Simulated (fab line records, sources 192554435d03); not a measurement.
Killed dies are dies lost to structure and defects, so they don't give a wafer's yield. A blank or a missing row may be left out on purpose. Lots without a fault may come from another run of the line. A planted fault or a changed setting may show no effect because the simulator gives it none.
Which tool did it? | flow n5_finfet | 7 lots, 21 wafers sampled, at 2 steps of a route of 1938

WHAT THE GAUGES READ, wafer by wafer
N5_HKMG_FIN_THK_MEAS_70: measures by xrf.
lot  | measured    | on            | HK_THK (nm)
L703 | day 4 09:28 | film_metro-02 | 1.622 1.588 1.608
L705 | day 4 19:29 | film_metro-01 | 1.582 1.607 1.607
L707 | day 5 13:39 | film_metro-02 | 1.587 1.587 1.624
L711 | day 6 06:01 | film_metro-02 | 1.601 1.640 1.654
L714 | day 7 08:56 | film_metro-02 | 1.573 1.633 1.619
L716 | day 7 17:17 | film_metro-02 | 1.615 2.971 1.604
L724 | day 9 15:14 | film_metro-02 | 1.603 1.614 1.580

WHICH TOOL RAN EACH LOT (tool, then ch and the chambers of the sampled wafers, then the start)
lot  | N5_HKMG_FIN_HK_ALD_01
L703 | ald_hk-03 ch 0,1,2, day 4 05:58
L705 | ald_hk-01 ch 0,1,3, day 4 16:02
L707 | ald_hk-01 ch 1,2, day 5 10:19
L711 | ald_hk-02 ch 0,1,2, day 6 02:31
L714 | ald_hk-01 ch 0,2,3, day 7 05:37
L716 | ald_hk-01 ch 0,1,3, day 7 13:23
L724 | ald_hk-02 ch 0,3, day 9 11:46
- N5_HKMG_FIN_HK_ALD_01: deposits HfO2, target thk 1.6 nm, pulse time 3 s, purge time 3 s.

THE ANSWER, worked out from the rows above alone
Rule: what is usual is taken from the lots themselves. Put in order of their means at a reading, lots are off if they are a third of the lots or fewer, leave a main group of 4 or more, and stand apart from it by a gap of 3 or more times the standard deviation of the main group's means; of several such gaps the widest counts. A main group whose means are all the same, to the digits that the tables above print for the reading, isn't used. A lot without any number at a reading at which 4 lots or more have one is off too. The other lots that the step has rows for count as sound.
Off: L716, at N5_HKMG_FIN_THK_MEAS_70 (HK_THK). The main group: mean 1.607 nm, standard deviation 0.012.
A tool fits if, at a process step before that reading, it ran every lot that is off, and no sound lot after the first of them. The gauges at N5_HKMG_FIN_THK_MEAS_70 are tried like those tools. One fits: ald_hk-01 at N5_HKMG_FIN_HK_ALD_01. Its last sound lot is L714 (day 7 05:37), its first lot that is off L716 (day 7 13:23): a fault that began between those two fits.

WHAT THE SIMULATOR HAD PUT IN
Process parameter drift: ald_hk-01, from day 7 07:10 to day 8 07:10, at N5_HKMG_FIN_HK_ALD_01. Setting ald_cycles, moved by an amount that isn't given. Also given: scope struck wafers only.
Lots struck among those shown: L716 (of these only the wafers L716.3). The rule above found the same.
